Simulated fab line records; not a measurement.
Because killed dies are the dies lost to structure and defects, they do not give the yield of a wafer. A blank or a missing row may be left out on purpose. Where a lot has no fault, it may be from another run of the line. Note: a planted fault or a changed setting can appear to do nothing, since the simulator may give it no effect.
One fault through the eyes of 2 desks + flow n5Finfet + what lay behind the numbers comes last; until then each desk has only its own

== THE METROLOGY DESK ==
Lot by lot, what the gauges showed, no matter which tool ran the lot: averages of those sampled wafers that carry a number. Marked OUT: a lot whose mean sits more than 4 standard deviations from the usual mean, which makes it out of limits; the brackets give that distance. 7 of its 16 readings are shown: the first one out of limits and those lying furthest out on some lot.
Columns: A = RS_SD_N at N5_SD_ACTIVATION_RS_MEAS_03, usual 21.9 ohm/sq; B = ION_N at N5_BEOL_M4_RC_MEAS_101, usual 675 uA/um; C = RC_DENSE_N at N5_BEOL_M4_RC_MEAS_101, usual 18.8 ohm.um; D = RC_N at N5_BEOL_M4_RC_MEAS_101, usual 15.4 ohm.um; E = REXT_N at N5_BEOL_M4_RC_MEAS_101, usual 75.3 ohm.um; F = RS_SD_N at N5_BEOL_M4_RC_MEAS_101, usual 28.4 ohm/sq; G = VT_N at N5_BEOL_M4_RC_MEAS_101, usual 250 mV
| lot  | first seen here | A               | B   | C    | D               | E               | F               | G   |
|------|-----------------|-----------------|-----|------|-----------------|-----------------|-----------------|-----|
| L705 | day 7 00:26     | 21.2            | 663 | 17.9 | 14.7            | 74.5            | 27.6            | 252 |
| L706 | day 7 03:39     | 19.5 (-6.7) OUT | 714 | 17.2 | 14.1            | 64.7 (-6.6) OUT | 25.2 (-7.3) OUT | 241 |
| L709 | day 7 15:26     | 19.2 (-7.4) OUT | 707 | 16.1 | 13.1 (-4.3) OUT | 65.5 (-6.1) OUT | 25.1 (-7.5) OUT | 242 |
| L717 | day 9 08:38     | 21.4            | 671 | 17.9 | 14.7            | 75.0            | 28.0            | 252 |
This desk's finding: out of limits on L706, L709; first on L706, day 7 03:39 (RS_SD_N at N5_SD_ACTIVATION_RS_MEAS_03). L705, L717: within limits.

== THE TOOL OWNER'S DESK: epiRpcvd-04 ==
The tool's own readings at N5_SD_EPI_N_EPI_21 (deposits Si:P, time 690 s): means of the sampled wafers that have a number, for each lot that ran on this tool. Marked OUT: a lot whose mean sits more than 4 standard deviations from the usual mean, which makes it out of limits; the brackets give that distance.
Columns: A = susceptor_temp_C_max at N5_SD_EPI_N_EPI_21, usual 681.4
| lot  | first seen here | A     |
|------|-----------------|-------|
| L705 | day 6 16:39     | 680.7 |
| L706 | day 6 20:43     | 681.3 |
| L709 | day 7 07:05     | 681.9 |
This desk's verdict: no lot among the 3 shows anything out of limits.

== BROUGHT TOGETHER ==
The metrology desk could have raised an alarm at day 7 03:39, on L706, L709.
The desk of the tool owner found nothing out of limits.
On record at the tool owner's desk: L706, L709, within its limits.
The lots listed all ran N5_SD_EPI_N_EPI_21 on epiRpcvd-04.

== WHAT HAD BEEN PUT IN BY THE SIMULATOR ==
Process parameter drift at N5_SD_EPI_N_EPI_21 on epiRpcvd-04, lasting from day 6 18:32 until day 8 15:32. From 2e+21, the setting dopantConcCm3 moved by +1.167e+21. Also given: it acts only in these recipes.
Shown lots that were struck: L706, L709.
Time in hours between the start of the fault and the first out-of-limits reading at each desk: metrology desk, 9.
